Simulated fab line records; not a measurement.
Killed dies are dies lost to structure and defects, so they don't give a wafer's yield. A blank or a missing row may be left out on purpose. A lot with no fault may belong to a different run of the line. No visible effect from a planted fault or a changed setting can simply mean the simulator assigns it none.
Matching of chambers / flow nand_harc / NHARC_P_CONTACT_ALD_22 on ald_metal-01 has 4 sister chambers
The step deposits TiN, target thk 3 nm, pulse time 1 s, ald cycles 150. 20 wafers are shown with their chamber, then 10 later ones without.

WAFERS PAIRED WITH THEIR CHAMBERS
wafer=L074.3; chamber=1; heater_power_w (W)=1000; precursor_pulse_height_rel=1.001
wafer=L074.4; chamber=2; heater_power_w (W)=997; precursor_pulse_height_rel=0.988
wafer=L074.5; chamber=2; heater_power_w (W)=992; precursor_pulse_height_rel=0.960
wafer=L082.2; chamber=3; heater_power_w (W)=1059; precursor_pulse_height_rel=0.996
wafer=L082.3; chamber=1; heater_power_w (W)=958; precursor_pulse_height_rel=1.000
wafer=L082.4; chamber=2; heater_power_w (W)=987; precursor_pulse_height_rel=0.997
wafer=L084.3; chamber=1; heater_power_w (W)=969; precursor_pulse_height_rel=1.004
wafer=L084.5; chamber=2; heater_power_w (W)=986; precursor_pulse_height_rel=1.001
wafer=L084.6; chamber=1; heater_power_w (W)=992; precursor_pulse_height_rel=1.004
wafer=L084.1; chamber=0; heater_power_w (W)=1319; precursor_pulse_height_rel=1.022
wafer=L084.2; chamber=3; heater_power_w (W)=1032; precursor_pulse_height_rel=1.023
wafer=L084.4; chamber=2; heater_power_w (W)=971; precursor_pulse_height_rel=1.020
wafer=L085.2; chamber=3; heater_power_w (W)=1066; precursor_pulse_height_rel=1.016
wafer=L085.4; chamber=2; heater_power_w (W)=975; precursor_pulse_height_rel=0.988
wafer=L085.6; chamber=1; heater_power_w (W)=981; precursor_pulse_height_rel=0.993
wafer=L086.1; chamber=3; heater_power_w (W)=1070; precursor_pulse_height_rel=1.000
wafer=L086.2; chamber=1; heater_power_w (W)=999; precursor_pulse_height_rel=1.021
wafer=L086.6; chamber=0; heater_power_w (W)=1320; precursor_pulse_height_rel=0.992
wafer=L089.1; chamber=1; heater_power_w (W)=1018; precursor_pulse_height_rel=1.007
wafer=L089.4; chamber=0; heater_power_w (W)=1313; precursor_pulse_height_rel=0.963

SIGNATURES, as means of the wafers listed above
reading=heater_power_w; chamber 0=1317.33; chamber 1=988.14; chamber 2=984.67; chamber 3=1056.75; scatter within a chamber=15.6
reading=precursor_pulse_height_rel; chamber 0=0.99233; chamber 1=1.00429; chamber 2=0.99233; chamber 3=1.00875; scatter within a chamber=0.017
Rule: distance of a wafer from a chamber = root of the sum over the readings of ((wafer's reading minus chamber's mean) / reading's scatter) squared. The wafer belongs to the nearest chamber; if the next one is less than 2 further off, it can't be placed. The scatter: the root of (the sum of the squares of (reading less its chamber's mean) over the shown wafers, divided by (wafers less chambers)).

WAFERS WHOSE CHAMBER IS MISSING
wafer=L089.5; heater_power_w (W)=1323; precursor_pulse_height_rel=1.005
wafer=L090.3; heater_power_w (W)=1303; precursor_pulse_height_rel=1.031
wafer=L090.4; heater_power_w (W)=958; precursor_pulse_height_rel=0.996
wafer=L090.6; heater_power_w (W)=965; precursor_pulse_height_rel=1.029
wafer=L090.1; heater_power_w (W)=1016; precursor_pulse_height_rel=1.001
wafer=L090.2; heater_power_w (W)=1087; precursor_pulse_height_rel=0.995
wafer=L090.5; heater_power_w (W)=1047; precursor_pulse_height_rel=1.031
wafer=L094.1; heater_power_w (W)=980; precursor_pulse_height_rel=0.993
wafer=L094.2; heater_power_w (W)=1059; precursor_pulse_height_rel=1.009
wafer=L094.6; heater_power_w (W)=964; precursor_pulse_height_rel=0.978

WHICH CHAMBER EACH ONE RAN IN
wafer=L089.5; from the rows above=0; in truth=0
wafer=L090.3; from the rows above=0; in truth=0
wafer=L090.4; from the rows above=can't be placed: 2 or 1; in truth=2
wafer=L090.6; from the rows above=can't be placed: 1 or 2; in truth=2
wafer=L090.1; from the rows above=can't be placed: 1 or 2 or 3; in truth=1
wafer=L090.2; from the rows above=3; in truth=3
wafer=L090.5; from the rows above=3; in truth=3
wafer=L094.1; from the rows above=can't be placed: 2 or 1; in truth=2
wafer=L094.2; from the rows above=3; in truth=3
wafer=L094.6; from the rows above=can't be placed: 2 or 1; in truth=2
Correct placement for 5 of the 10. Unplaceable from these rows: 5, with the true chamber sitting among the candidates in 5. Number placed wrongly: 0.
